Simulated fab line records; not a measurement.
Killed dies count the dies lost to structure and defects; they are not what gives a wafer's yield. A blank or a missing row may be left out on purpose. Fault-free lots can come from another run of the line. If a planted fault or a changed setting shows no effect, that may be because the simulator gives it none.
One fault through the eyes of 3 desks -- flow n5 finfet -- numbers are kept per desk, each desk with only its own; the story behind them comes last

AT THE METROLOGY DESK
Lot by lot, what the gauges showed, no matter which tool ran the lot: averages of those sampled wafers that carry a number. A lot is out of limits, marked OUT, if its mean lies more than 4 standard deviations from the usual mean; the brackets give that distance. It has 13 readings; the 7 that lie furthest out on some lot are the ones shown.
Columns: A = DIBL_N at N5_BEOL_M4_RC_MEAS_101, usual 36.8 mV/V; B = DIBL_P at N5_BEOL_M4_RC_MEAS_101, usual 37.1 mV/V; C = IOFF_N at N5_BEOL_M4_RC_MEAS_101, usual 0.18 nA/um; D = IOFF_P at N5_BEOL_M4_RC_MEAS_101, usual 0.23 nA/um; E = ION_N at N5_BEOL_M4_RC_MEAS_101, usual 682 uA/um; F = SS_P at N5_BEOL_M4_RC_MEAS_101, usual 73.5 mV/dec; G = VT_N at N5_BEOL_M4_RC_MEAS_101, usual 248 mV
lot,first seen here,A,B,C,D,E,F,G
L825,day 5 16:56,37.7,36.2,0.16,0.21,686,73.3,249
L834,day 8 01:51,36.5,38.8,0.18,0.21,694,74.2,246
L840,day 9 16:27,36.7,37.6,0.17,0.23,683,73.4,250
L841,day 9 20:53,36.3,35.6,0.16,0.23,667,73.6,250
L842,day 10 00:59,34.0,33.8,0.13,0.18,675,72.9,251
This desk found nothing out of limits on any of the 5 lots.

THE DEFECT DESK
Counts from the inspections along the route, per lot, as means over the sampled wafers that have a number. A lot is out of limits, marked OUT, if its mean lies more than 4 standard deviations from the usual mean; the brackets give that distance.
Columns: A = raw defect count at N5_BEOL_M0_SAQP_INSPECT_16, usual 467
lot,first seen here,A
L825,day 5 17:00,713
L834,day 8 01:54,430
L840,day 9 16:31,566
L841,day 9 20:56,434
L842,day 10 01:02,606
This desk found nothing out of limits on any of the 5 lots.

AT THE TOOL OWNER'S DESK: rie si-04
The tool's own readings at N5_BEOL_M0_SAQP_MANDREL_ETCH_20 (etches a-Si in HBr/Cl2, stops on SiNx, target depth 60 nm, bt time 10 s, time 30 s): means of the sampled wafers that have a number, for each lot that ran on this tool. A lot is out of limits, marked OUT, if its mean lies more than 4 standard deviations from the usual mean; the brackets give that distance.
Columns: A = drypump motor current A at N5_BEOL_M0_SAQP_MANDREL_ETCH_20, usual 5.8 A; B = oes product au at N5_BEOL_M0_SAQP_MANDREL_ETCH_20, usual 0.777 a.u.; C = throttle valve pct at N5_BEOL_M0_SAQP_MANDREL_ETCH_20, usual 35.4 %
lot,first seen here,A,B,C
L825,day 5 17:28,6.2,0.768,35.4
L834,day 8 02:13,6.6,0.771,35.6
This desk found nothing out of limits on any of the 2 lots.

PUT TOGETHER
At the metrology desk, nothing out of limits was observed.
The defect desk saw nothing out of limits.
Nothing out of limits was seen by the tool owner's desk.

WHAT THE SIMULATOR PUT IN
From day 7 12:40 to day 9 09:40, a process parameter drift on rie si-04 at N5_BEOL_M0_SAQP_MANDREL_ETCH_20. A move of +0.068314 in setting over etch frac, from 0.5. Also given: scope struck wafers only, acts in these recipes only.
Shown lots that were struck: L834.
